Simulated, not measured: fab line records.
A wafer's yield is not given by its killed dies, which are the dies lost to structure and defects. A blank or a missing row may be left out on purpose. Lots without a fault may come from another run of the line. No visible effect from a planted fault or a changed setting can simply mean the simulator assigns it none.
Which tool is to blame? ; flow n5 finfet ; 11 lots with 33 wafers sampled at 3 steps, on a route of 1938 steps

== WHAT EACH GAUGE READ, for each wafer ==
N5_BEOL_M10_RS_MEAS_57: a four-point-probe measurement.
lot;measured;on;M10_RS (ohm/sq)
L208;day 10 21:15;film metro-02;0.153 0.143 0.149
L211;day 10 23:56;film metro-02;0.146 0.145 0.157
L209;day 11 01:46;film metro-01;0.146 0.149 0.151
L214;day 11 10:26;film metro-02;0.153 0.150 0.155
L212;day 11 15:23;film metro-01;0.147 0.156 0.148
L217;day 13 10:00;film metro-01;0.151 0.149 0.152
L219;day 13 18:04;film metro-02;0.153 0.144 0.145
L220;day 14 03:52;film metro-01;0.158 0.148 0.153
L222;day 14 12:43;film metro-01;0.152 0.143 0.142
L223;day 14 14:08;film metro-02;0.146 0.151 0.151
L225;day 14 15:40;film metro-01;0.144 0.144 0.153

N5_BEOL_M11_OVL_MEAS_12.
lot;measured;on;M11_OVL (nm)
L208;day 10 22:56;overlay-01;1.0 1.5 0.4
L211;day 11 01:59;overlay-01;-0.2 -0.4 -0.1
L209;day 11 03:05;overlay-02;1.0 0.8 1.2
L214;day 11 13:56;overlay-01;0.3 -0.4 0.5
L212;day 11 17:26;overlay-01;0.7 1.1 0.8
L217;day 13 13:18;overlay-02;-0.2 0.7 -0.5
L219;day 13 20:04;overlay-02;0.6 0.7 1.3
L220;day 14 05:39;overlay-01;1.2 0.4 0.6
L222;day 14 13:59;overlay-02;0.5 0.4 0.0
L223;day 14 16:20;overlay-01;0.2 -0.1 -0.7
L225;day 14 19:25;overlay-01;0.1 -0.1 1.0

== WHAT TOOL EACH LOT RAN ON (gives the tool, then ch and the chambers of the sampled wafers, and finally the start) ==
lot;N5_BEOL_M11_HM_DEP_02
L208;pvd sputter-02, day 10 22:25
L211;pvd sputter-01, day 11 01:28
L209;pvd sputter-02, day 11 02:34
L214;pvd sputter-02, day 11 13:32
L212;pvd sputter-02, day 11 17:02
L217;pvd sputter-01, day 13 12:46
L219;pvd sputter-02, day 13 19:33
L220;pvd sputter-03, day 14 05:07
L222;pvd sputter-02, day 14 13:28
L223;pvd sputter-02, day 14 15:58
L225;pvd sputter-02, day 14 18:53
- N5_BEOL_M11_HM_DEP_02: deposits TiN, target thk 20 nm.

== WHAT THE TOOLS THEMSELVES READ (means of the sampled wafers that have a number; where no wafer has one, the mark that the record gives instead) ==
N5_BEOL_M11_HM_DEP_02.
lot;tool;throttle valve pct (%)
L208;pvd sputter-02;29.7
L211;pvd sputter-01;29.7
L209;pvd sputter-02;30.1
L214;pvd sputter-02;30.1
L212;pvd sputter-02;29.6
L217;pvd sputter-01;30.7
L219;pvd sputter-02;29.9
L220;pvd sputter-03;28.8
L222;pvd sputter-02;30.2
L223;pvd sputter-02;29.6
L225;pvd sputter-02;29.7

== THE ANSWER, worked out from the rows above alone ==
Rule: what is usual is taken from the lots themselves. Put in order of their means at a reading, lots are off if they are a third of the lots or fewer, leave a main group of 4 or more, and stand apart from it by a gap of 3 or more times the standard deviation of the main group's means; of several such gaps the widest counts. If all means in a main group match to the digits the tables above print for the reading, that group is not used. A lot without any number at a reading at which 4 lots or more have one is off too. Where the step has rows for the other lots, those lots are counted as sound. First the gauges in route order, then the tools' own readings, where a lot's mean is used as printed above. The first step at which some lot is off is used, and at that step the reading that is off furthest; a lot without a number counts as furthest.
Across all readings shown, no lot is off: no conclusion can be drawn from this.

== WHAT THE SIMULATOR HAD PUT IN ==
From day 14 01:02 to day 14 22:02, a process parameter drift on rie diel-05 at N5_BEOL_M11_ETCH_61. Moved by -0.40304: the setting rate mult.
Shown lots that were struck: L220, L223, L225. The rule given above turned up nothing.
